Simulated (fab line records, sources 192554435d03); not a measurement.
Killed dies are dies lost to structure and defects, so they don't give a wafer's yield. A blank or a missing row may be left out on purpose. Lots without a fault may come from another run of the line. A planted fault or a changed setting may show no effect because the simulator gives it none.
Which tool did it? | flow n5_finfet | 11 lots, 33 wafers sampled, at 2 steps of a route of 1938

WHAT THE GAUGES READ, wafer by wafer
N5_BEOL_M8_OVL_MEAS_12.
lot  | measured     | on         | M8_OVL (nm)
L779 | day 10 10:07 | overlay-01 | -0.8 -0.6 0.8
L782 | day 10 16:19 | overlay-01 | -0.3 -1.5 -0.7
L781 | day 10 16:43 | overlay-02 | -0.3 -1.0 0.0
L783 | day 11 19:02 | overlay-01 | 0.1 0.3 0.1
L785 | day 11 19:14 | overlay-01 | 0.2 0.0 -0.8
L788 | day 12 23:20 | overlay-01 | 0.4 -0.1 0.4
L791 | day 13 22:10 | overlay-02 | -0.2 0.3 1.2
L796 | day 14 21:46 | overlay-02 | -0.1 -0.1 1.4
L797 | day 14 22:02 | overlay-01 | -0.4 -1.1 -0.9
L798 | day 15 12:45 | overlay-02 | 1.4 0.2 0.4
L799 | day 16 06:37 | overlay-01 | -0.3 -1.0 0.1

WHICH TOOL RAN EACH LOT (tool, then ch and the chambers of the sampled wafers, then the start)
lot  | N5_BEOL_M8_ILD_DEP_00
L779 | pecvd-02 ch 0,1, day 10 06:56
L782 | pecvd-02 ch 1,2, day 10 13:38
L781 | pecvd-02 ch 1,2, day 10 14:16
L783 | pecvd-01 ch 1,2, day 11 15:53
L785 | pecvd-02 ch 0,1,2, day 11 16:10
L788 | pecvd-03 ch 0,2, day 12 22:08
L791 | pecvd-02 ch 0,1, day 13 17:47
L796 | pecvd-02 ch 0,1, day 14 18:34
L797 | pecvd-03 ch 0,1,2, day 14 18:52
L798 | pecvd-02 ch 0,1,2, day 15 09:19
L799 | pecvd-01 ch 1,2, day 16 04:33
- N5_BEOL_M8_ILD_DEP_00: deposits SiCOH lowk from DEMS/porogen, target thk 179.75 nm, time 33.4 s.

THE ANSWER, worked out from the rows above alone
Rule: what is usual is taken from the lots themselves. Put in order of their means at a reading, lots are off if they are a third of the lots or fewer, leave a main group of 4 or more, and stand apart from it by a gap of 3 or more times the standard deviation of the main group's means; of several such gaps the widest counts. A main group whose means are all the same, to the digits that the tables above print for the reading, isn't used. A lot without any number at a reading at which 4 lots or more have one is off too. The other lots that the step has rows for count as sound.
No lot is off at any reading shown: from this, nothing can be told.

WHAT THE SIMULATOR HAD PUT IN
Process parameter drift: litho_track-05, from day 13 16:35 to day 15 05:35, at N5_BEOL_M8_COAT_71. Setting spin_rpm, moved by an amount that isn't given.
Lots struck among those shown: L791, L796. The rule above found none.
